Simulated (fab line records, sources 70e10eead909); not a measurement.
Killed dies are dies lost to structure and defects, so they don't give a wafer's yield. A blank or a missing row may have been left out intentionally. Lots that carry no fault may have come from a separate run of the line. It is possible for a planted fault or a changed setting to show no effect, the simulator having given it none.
The tool behind it: which one? / flow nand_harc / Sampling: 13 lots, 37 wafers, 5 of 1302 route steps

## WHAT EACH GAUGE READ, for each wafer
NHARC_A_BONDPAD_CD_MEAS_09: the cd target is 500 nm.
lot=L604; measured=day 23 12:25; on=cd_sem-02; cd_nm (nm)=500.8 500.6 498.7
lot=L603; measured=day 23 15:11; on=cd_sem-01; cd_nm (nm)=498.1 497.8 499.4
lot=L605; measured=day 24 01:25; on=cd_sem-03; cd_nm (nm)=503.6 503.0 503.4
lot=L614; measured=day 28 10:33; on=cd_sem-02; cd_nm (nm)=502.7 500.7
lot=L615; measured=day 28 12:25; on=cd_sem-01; cd_nm (nm)=499.1 499.4
lot=L616; measured=day 29 09:25; on=cd_sem-03; cd_nm (nm)=500.6 499.3 499.3
lot=L619; measured=day 30 14:03; on=cd_sem-02; cd_nm (nm)=501.2 500.8 500.2
lot=L620; measured=day 30 19:03; on=cd_sem-01; cd_nm (nm)=500.1 499.8 499.6
lot=L622; measured=day 32 04:23; on=cd_sem-02; cd_nm (nm)=502.4 500.4 501.4
lot=L623; measured=day 32 05:35; on=cd_sem-01; cd_nm (nm)=500.5 501.1 499.9
lot=L624; measured=day 32 06:50; on=cd_sem-01; cd_nm (nm)=501.7 502.3 502.5
lot=L625; measured=day 33 02:37; on=cd_sem-01; cd_nm (nm)=499.2 499.7 501.3
lot=L626; measured=day 33 04:25; on=cd_sem-02; cd_nm (nm)=498.4 496.3 499.0

NHARC_END_SORT_01.
lot=L604; measured=day 24 18:32; on=prober-01; defect_limited_yield (%)=91 94 94; killed_at_array=55 37 34; killed_at_other=1 1 3; killed_at_periphery=6 2 3; killed_dies=62 40 40; killed_open=4 1 4; killed_short=0 2 4; sort_bin_2_pct (%)=3.4 1.8 1.8; sort_bin_3_pct (%)=1.2 0.9 0.4; sort_bin_4_pct (%)=4.6 3.2 3.7; sort_n_pass=615 637 637; sort_rim_yield_pct (%)=92 88 86; sort_yield_pct (%)=91 94 94
lot=L603; measured=day 25 08:26; on=prober-02; defect_limited_yield (%)=89 88 91; killed_at_array=70 77 58; killed_at_other=2 4 2; killed_at_periphery=3 3 0; killed_dies=75 84 60; killed_open=7 4 5; killed_short=1 2 2; sort_bin_2_pct (%)=4.0 4.0 3.5; sort_bin_3_pct (%)=0.6 0.6 1.0; sort_bin_4_pct (%)=6.5 7.8 4.3; sort_n_pass=602 593 617; sort_rim_yield_pct (%)=92 90 92; sort_yield_pct (%)=89 88 91
lot=L605; measured=day 25 06:49; on=prober-01; defect_limited_yield (%)=88 89 89; killed_at_array=77 64 72; killed_at_other=0 1 0; killed_at_periphery=3 8 5; killed_dies=80 73 77; killed_open=3 5 3; killed_short=2 4 2; sort_bin_2_pct (%)=4.0 4.0 4.3; sort_bin_3_pct (%)=0.6 0.9 0.7; sort_bin_4_pct (%)=7.2 5.9 6.4; sort_n_pass=597 604 600; sort_rim_yield_pct (%)=89 91 90; sort_yield_pct (%)=88 89 89
lot=L614; measured=day 29 19:32; on=prober-01; defect_limited_yield (%)=96 96; killed_at_array=24 24; killed_at_other=1 0; killed_at_periphery=4 4; killed_dies=29 28; killed_open=8 7; killed_short=3 3; sort_bin_2_pct (%)=1.6 1.5; sort_bin_3_pct (%)=0.3 0.1; sort_bin_4_pct (%)=2.4 2.5; sort_n_pass=648 649; sort_rim_yield_pct (%)=92 98; sort_yield_pct (%)=96 96
lot=L615; measured=day 29 20:18; on=prober-02; defect_limited_yield (%)=90 91; killed_at_array=56 51; killed_at_other=0 2; killed_at_periphery=9 5; killed_dies=65 58; killed_open=1 4; killed_short=2 0; sort_bin_2_pct (%)=3.2 4.3; sort_bin_3_pct (%)=0.7 0.7; sort_bin_4_pct (%)=5.6 3.5; sort_n_pass=612 619; sort_rim_yield_pct (%)=86 83; sort_yield_pct (%)=90 91
lot=L616; measured=day 30 16:21; on=prober-01; defect_limited_yield (%)=93 94 93; killed_at_array=40 33 42; killed_at_other=0 0 0; killed_at_periphery=8 5 7; killed_dies=48 38 49; killed_open=6 2 3; killed_short=4 2 3; sort_bin_2_pct (%)=2.2 1.9 2.5; sort_bin_3_pct (%)=0.4 0.3 0; sort_bin_4_pct (%)=4.4 3.4 4.7; sort_n_pass=629 639 628; sort_rim_yield_pct (%)=88 86 90; sort_yield_pct (%)=93 94 93
lot=L619; measured=day 31 23:30; on=prober-02; defect_limited_yield (%)=88 84 89; killed_at_array=73 106 72; killed_at_other=1 0 0; killed_at_periphery=4 4 4; killed_dies=78 110 76; killed_open=3 4 4; killed_short=5 2 0; sort_bin_2_pct (%)=4.3 3.4 3.7; sort_bin_3_pct (%)=1.2 1.8 0.4; sort_bin_4_pct (%)=6.1 11.1 7.1; sort_n_pass=599 567 601; sort_rim_yield_pct (%)=74 82 76; sort_yield_pct (%)=88 84 89
lot=L620; measured=day 31 23:31; on=prober-01; defect_limited_yield (%)=95 94 91; killed_at_array=26 34 58; killed_at_other=3 1 3; killed_at_periphery=3 3 3; killed_dies=32 38 64; killed_open=2 2 2; killed_short=3 3 3; sort_bin_2_pct (%)=1.3 2.7 3.1; sort_bin_3_pct (%)=0.4 0.4 0.9; sort_bin_4_pct (%)=3.0 2.5 5.5; sort_n_pass=645 639 613; sort_rim_yield_pct (%)=90 91 95; sort_yield_pct (%)=95 94 91
lot=L622; measured=day 33 15:43; on=prober-02; defect_limited_yield (%)=94 93 93; killed_at_array=42 44 42; killed_at_other=0 2 4; killed_at_periphery=1 1 3; killed_dies=43 47 49; killed_open=3 6 3; killed_short=0 2 3; sort_bin_2_pct (%)=3.0 3.1 2.8; sort_bin_3_pct (%)=0.7 0.1 0.4; sort_bin_4_pct (%)=2.7 3.7 4.0; sort_n_pass=634 630 628; sort_rim_yield_pct (%)=92 83 89; sort_yield_pct (%)=94 93 93
lot=L623; measured=day 33 15:41; on=prober-01; defect_limited_yield (%)=90 87 90; killed_at_array=52 73 62; killed_at_other=1 2 3; killed_at_periphery=16 11 6; killed_dies=69 86 71; killed_open=4 3 3; killed_short=2 5 2; sort_bin_2_pct (%)=4.4 4.4 4.3; sort_bin_3_pct (%)=1.0 0.7 0.4; sort_bin_4_pct (%)=4.7 7.5 5.8; sort_n_pass=608 591 606; sort_rim_yield_pct (%)=85 87 79; sort_yield_pct (%)=90 87 90
lot=L624; measured=day 33 23:29; on=prober-01; defect_limited_yield (%)=97 95 98; killed_at_array=11 23 13; killed_at_other=3 2 0; killed_at_periphery=3 6 2; killed_dies=17 31 15; killed_open=3 3 5; killed_short=2 1 3; sort_bin_2_pct (%)=0.3 1.3 0.3; sort_bin_3_pct (%)=0 0.4 0.1; sort_bin_4_pct (%)=2.2 2.8 1.8; sort_n_pass=660 646 662; sort_rim_yield_pct (%)=97 92 98; sort_yield_pct (%)=97 95 98
lot=L625; measured=day 34 13:46; on=prober-02; defect_limited_yield (%)=95 95 95; killed_at_array=29 33 28; killed_at_other=0 1 2; killed_at_periphery=2 3 4; killed_dies=31 37 34; killed_open=2 4 3; killed_short=1 3 2; sort_bin_2_pct (%)=1.3 1.5 1.3; sort_bin_3_pct (%)=0.1 0.1 0.4; sort_bin_4_pct (%)=3.1 3.8 3.2; sort_n_pass=646 640 643; sort_rim_yield_pct (%)=99 95 90; sort_yield_pct (%)=95 95 95
lot=L626; measured=day 34 13:02; on=prober-01; defect_limited_yield (%)=91 90 91; killed_at_array=54 64 59; killed_at_other=0 0 1; killed_at_periphery=4 7 2; killed_dies=58 71 62; killed_open=6 7 2; killed_short=3 2 2; sort_bin_2_pct (%)=4.0 4.4 3.5; sort_bin_3_pct (%)=0.6 0.9 0.7; sort_bin_4_pct (%)=4.0 5.2 4.9; sort_n_pass=619 606 615; sort_rim_yield_pct (%)=84 79 81; sort_yield_pct (%)=91 90 91

## WHICH TOOL RAN EACH LOT (tool, then ch and the chambers of the sampled wafers, then the start)
lot=L604; NHARC_A_M1_PVD_21=pvd_sputter-01, day 23 11:00 or earlier; NHARC_A_BONDPAD_DEP_00=pecvd-03 ch 0,2, day 23 11:00 or earlier; NHARC_A_BONDPAD_SOFTBAKE_04=litho_track-05 ch 0, day 23 11:00
lot=L603; NHARC_A_M1_PVD_21=pvd_sputter-02, day 23 14:01 or earlier; NHARC_A_BONDPAD_DEP_00=pecvd-04 ch 0,1, day 23 14:01; NHARC_A_BONDPAD_SOFTBAKE_04=litho_track-05 ch 0, day 23 14:00
lot=L605; NHARC_A_M1_PVD_21=pvd_sputter-02, day 24 00:17 or earlier; NHARC_A_BONDPAD_DEP_00=pecvd-01 ch 0,1, day 24 00:17; NHARC_A_BONDPAD_SOFTBAKE_04=litho_track-07 ch 0, day 24 00:00
lot=L614; NHARC_A_M1_PVD_21=pvd_sputter-03, day 28 09:22 or earlier; NHARC_A_BONDPAD_DEP_00=pecvd-01 ch 0,1, day 28 09:22; NHARC_A_BONDPAD_SOFTBAKE_04=litho_track-05 ch 0, day 28 10:00
lot=L615; NHARC_A_M1_PVD_21=pvd_sputter-03, day 28 11:13 or earlier; NHARC_A_BONDPAD_DEP_00=pecvd-04 ch 0,2, day 28 11:13; NHARC_A_BONDPAD_SOFTBAKE_04=litho_track-05 ch 0, day 28 11:00
lot=L616; NHARC_A_M1_PVD_21=pvd_sputter-01, day 29 08:10 or earlier; NHARC_A_BONDPAD_DEP_00=pecvd-04 ch 0,1, day 29 08:10; NHARC_A_BONDPAD_SOFTBAKE_04=litho_track-03 ch 0, day 29 08:00
lot=L619; NHARC_A_M1_PVD_21=pvd_sputter-02, day 30 12:49 or earlier; NHARC_A_BONDPAD_DEP_00=pecvd-04 ch 0,1,2, day 30 12:49; NHARC_A_BONDPAD_SOFTBAKE_04=litho_track-07 ch 0, day 30 13:00
lot=L620; NHARC_A_M1_PVD_21=pvd_sputter-03, day 30 17:55 or earlier; NHARC_A_BONDPAD_DEP_00=pecvd-01 ch 0,1,2, day 30 17:55; NHARC_A_BONDPAD_SOFTBAKE_04=litho_track-07 ch 0, day 30 18:00
lot=L622; NHARC_A_M1_PVD_21=pvd_sputter-03, day 32 03:16 or earlier; NHARC_A_BONDPAD_DEP_00=pecvd-04 ch 1,2, day 32 03:16; NHARC_A_BONDPAD_SOFTBAKE_04=litho_track-07 ch 0, day 32 04:00
lot=L623; NHARC_A_M1_PVD_21=pvd_sputter-02, day 32 05:00 or earlier; NHARC_A_BONDPAD_DEP_00=pecvd-03 ch 0,2, day 32 05:00 or earlier; NHARC_A_BONDPAD_SOFTBAKE_04=litho_track-05 ch 0, day 32 05:00
lot=L624; NHARC_A_M1_PVD_21=pvd_sputter-03, day 32 05:43 or earlier; NHARC_A_BONDPAD_DEP_00=pecvd-01 ch 0,1, day 32 05:43; NHARC_A_BONDPAD_SOFTBAKE_04=litho_track-07 ch 0, day 32 06:00
lot=L625; NHARC_A_M1_PVD_21=pvd_sputter-03, day 33 01:31 or earlier; NHARC_A_BONDPAD_DEP_00=pecvd-03 ch 0,1, day 33 01:31; NHARC_A_BONDPAD_SOFTBAKE_04=litho_track-05 ch 0, day 33 02:00
lot=L626; NHARC_A_M1_PVD_21=pvd_sputter-03, day 33 03:17 or earlier; NHARC_A_BONDPAD_DEP_00=pecvd-04 ch 0,1,2, day 33 03:17; NHARC_A_BONDPAD_SOFTBAKE_04=litho_track-07 ch 0, day 33 03:00
- NHARC_A_M1_PVD_21: deposits Cu, target thk 30 nm, time 20.49 s.
- NHARC_A_BONDPAD_DEP_00: deposits SiCN, target thk 250 nm.
- NHARC_A_BONDPAD_SOFTBAKE_04: time 70 s.

## WHAT THE TOOLS THEMSELVES READ (means of the sampled wafers that have a number; where no wafer has one, the mark that the record gives instead)
NHARC_A_M1_PVD_21.
lot=L604; tool=pvd_sputter-01; throttle_valve_pct (%)=31.4
lot=L603; tool=pvd_sputter-02; throttle_valve_pct (%)=30.2
lot=L605; tool=pvd_sputter-02; throttle_valve_pct (%)=30.9
lot=L614; tool=pvd_sputter-03; throttle_valve_pct (%)=31.4
lot=L615; tool=pvd_sputter-03; throttle_valve_pct (%)=30.2
lot=L616; tool=pvd_sputter-01; throttle_valve_pct (%)=29.6
lot=L619; tool=pvd_sputter-02; throttle_valve_pct (%)=30.3
lot=L620; tool=pvd_sputter-03; throttle_valve_pct (%)=30.4
lot=L622; tool=pvd_sputter-03; throttle_valve_pct (%)=30.1
lot=L623; tool=pvd_sputter-02; throttle_valve_pct (%)=30.2
lot=L624; tool=pvd_sputter-03; throttle_valve_pct (%)=28.9
lot=L625; tool=pvd_sputter-03; throttle_valve_pct (%)=30.8
lot=L626; tool=pvd_sputter-03; throttle_valve_pct (%)=29.1

NHARC_A_BONDPAD_DEP_00.
lot=L604; tool=pecvd-03; heater_power_w (W)=615
lot=L603; tool=pecvd-04; heater_power_w (W)=544
lot=L605; tool=pecvd-01; heater_power_w (W)=532
lot=L614; tool=pecvd-01; heater_power_w (W)=582
lot=L615; tool=pecvd-04; heater_power_w (W)=497
lot=L616; tool=pecvd-04; heater_power_w (W)=648
lot=L619; tool=pecvd-04; heater_power_w (W)=533
lot=L620; tool=pecvd-01; heater_power_w (W)=595
lot=L622; tool=pecvd-04; heater_power_w (W)=482
lot=L623; tool=pecvd-03; heater_power_w (W)=688
lot=L624; tool=pecvd-01; heater_power_w (W)=565
lot=L625; tool=pecvd-03; heater_power_w (W)=541
lot=L626; tool=pecvd-04; heater_power_w (W)=568

NHARC_A_BONDPAD_SOFTBAKE_04.
lot=L604; tool=litho_track-05; heater_power_total_W (W)=200.8; resist_line_temp_C (C)=23.09
lot=L603; tool=litho_track-05; heater_power_total_W (W)=202.3; resist_line_temp_C (C)=23.04
lot=L605; tool=litho_track-07; heater_power_total_W (W)=201.5; resist_line_temp_C (C)=23.12
lot=L614; tool=litho_track-05; heater_power_total_W (W)=208.9; resist_line_temp_C (C)=22.84
lot=L615; tool=litho_track-05; heater_power_total_W (W)=206.4; resist_line_temp_C (C)=23.00
lot=L616; tool=litho_track-03; heater_power_total_W (W)=201.1; resist_line_temp_C (C)=22.96
lot=L619; tool=litho_track-07; heater_power_total_W (W)=200.9; resist_line_temp_C (C)=23.05
lot=L620; tool=litho_track-07; heater_power_total_W (W)=200.9; resist_line_temp_C (C)=23.06
lot=L622; tool=litho_track-07; heater_power_total_W (W)=200.3; resist_line_temp_C (C)=22.99
lot=L623; tool=litho_track-05; heater_power_total_W (W)=200.4; resist_line_temp_C (C)=23.01
lot=L624; tool=litho_track-07; heater_power_total_W (W)=201.7; resist_line_temp_C (C)=22.98
lot=L625; tool=litho_track-05; heater_power_total_W (W)=202.5; resist_line_temp_C (C)=23.09
lot=L626; tool=litho_track-07; heater_power_total_W (W)=200.6; resist_line_temp_C (C)=22.96

## THE ANSWER, worked out from the rows above alone
Rule: usual is defined by the lots themselves. The widest of any qualifying gaps counts: lots, ordered by their means at a reading, are off when they make up no more than a third of the lots, leave a main group of 4 or more, and stand apart from it by 3 or more times the standard deviation of that group's means. A main group whose means are all the same, to the digits that the tables above print for the reading, isn't used. A lot without any number at a reading at which 4 lots or more have one is off too. Where the step has rows for the other lots, those lots are counted as sound. First the gauges in route order, then the tools' own readings, where a lot's mean is used as printed above. At the first step where some lot is off, the reading lying furthest off is the one used; lots without a number count as furthest.
Off, at NHARC_A_BONDPAD_SOFTBAKE_04 on heater_power_total_W: L614, L615. Main group: mean 201.2 W, sd 0.7.
If a tool, at that step or one of the process steps before it, ran each lot that is off and ran no sound lot following the first of them, it fits. NHARC_A_M1_PVD_21: start missing for some lots; hours and lot order therefore follow NHARC_A_BONDPAD_SOFTBAKE_04. NHARC_A_BONDPAD_DEP_00: start missing for some lots; hours and lot order therefore follow NHARC_A_BONDPAD_SOFTBAKE_04. No candidate that was tried fits.

## WHAT WAS PUT IN BY THE SIMULATOR
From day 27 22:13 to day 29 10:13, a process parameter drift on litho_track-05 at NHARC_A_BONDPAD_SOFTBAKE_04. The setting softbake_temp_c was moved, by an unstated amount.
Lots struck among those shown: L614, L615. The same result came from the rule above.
